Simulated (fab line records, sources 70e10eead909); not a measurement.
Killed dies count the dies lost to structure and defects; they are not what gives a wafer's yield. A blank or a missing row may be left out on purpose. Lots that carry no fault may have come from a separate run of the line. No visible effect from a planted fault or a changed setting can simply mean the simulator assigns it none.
Which tool is to blame?	flow nand_harc	Sampling: 6 lots, 18 wafers, 4 of 1159 route steps

== WHAT THE GAUGES READ, wafer by wafer ==
NHARC_A_ONON_D1_THK_MEAS_14: measures by ellipsometry.
lot	measured	on	thk_nm (nm)
L647	day 8 07:10	film_metro-01	994 994 995
L649	day 8 07:11	film_metro-02	992 994 992
L655	day 10 01:57	film_metro-01	576 575 576 575 576 576
L663	day 11 21:10	film_metro-02	1007 1006 1007
L665	day 12 07:16	film_metro-01	1005 1005 1006
L669	day 13 11:32	film_metro-02	984 984 984

== WHICH TOOL RAN EACH LOT (tool, then ch and the chambers of the sampled wafers, then the start) ==
lot	NHARC_P_BONDPAD_ETCH_12	NHARC_A_ZERO_WELL_RTA_16	NHARC_A_ONON_D1_DEP_12
L647	rie_diel-04 ch 1,2,3, day 6 23:47 or earlier	rtp_anneal-02 ch 0, day 7 04:47	pecvd_onon-02 ch 0, day 8 06:43
L649	rie_diel-04 ch 1,3, day 7 01:47 or earlier	rtp_anneal-02 ch 0, day 7 07:13	pecvd_onon-03 ch 0, day 8 06:44
L655	rie_diel-04 ch 0,1,3, day 8 18:41 or earlier	rtp_anneal-01 ch 0, day 8 23:31	pecvd_onon-02 ch 0, day 10 01:26
L663	rie_diel-04 ch 0,1,2, day 10 14:38 or earlier	rtp_anneal-01 ch 0, day 10 19:32	pecvd_onon-04 ch 0, day 11 20:49
L665	rie_diel-04 ch 0,1, day 11 04:06 or earlier	rtp_anneal-02 ch 0, day 11 08:49	pecvd_onon-04 ch 0, day 12 06:46
L669	rie_diel-04 ch 0,2,3, day 12 04:25 or earlier	rtp_anneal-02 ch 0, day 12 09:44	pecvd_onon-04 ch 0, day 13 11:02
- NHARC_P_BONDPAD_ETCH_12: etches the open film in CHF3/O2, target depth 200 nm, time 100 s.
- NHARC_A_ZERO_WELL_RTA_16: time 10 s.
- NHARC_A_ONON_D1_DEP_12: target thk 1000 nm.

== THE ANSWER, worked out from the rows above alone ==
Rule: the lots themselves supply what counts as usual. The widest of any qualifying gaps counts: lots, ordered by their means at a reading, are off when they make up no more than a third of the lots, leave a main group of 4 or more, and stand apart from it by 3 or more times the standard deviation of that group's means. If all means in a main group match to the digits the tables above print for the reading, that group is not used. Also off: a lot with no number at a reading for which 4 or more lots have one. Where the step has rows for the other lots, those lots are counted as sound.
Off: L655 (NHARC_A_ONON_D1_THK_MEAS_14, thk_nm). Mean 997 nm and standard deviation 8.4 in the main group.
A tool fits if, at a process step before that reading, it ran every lot that is off, and no sound lot after the first of them. The gauges at NHARC_A_ONON_D1_THK_MEAS_14 are tried like those tools. NHARC_P_BONDPAD_ETCH_12: start missing for some lots; hours and lot order therefore follow NHARC_P_BONDPAD_CD_MEAS_13. One fits: NHARC_A_ONON_D1_DEP_12 on pecvd_onon-02. A fault onset in the window from L647 (day 8 06:43, its last sound lot) to L655 (day 10 01:26, its first lot off) fits.

== WHAT HAD BEEN PUT IN BY THE SIMULATOR ==
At NHARC_A_ONON_D1_DEP_12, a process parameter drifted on pecvd_onon-02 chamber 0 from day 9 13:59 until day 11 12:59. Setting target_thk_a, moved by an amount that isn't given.
Shown lots that were struck: L655. This agrees with what the rule above found.
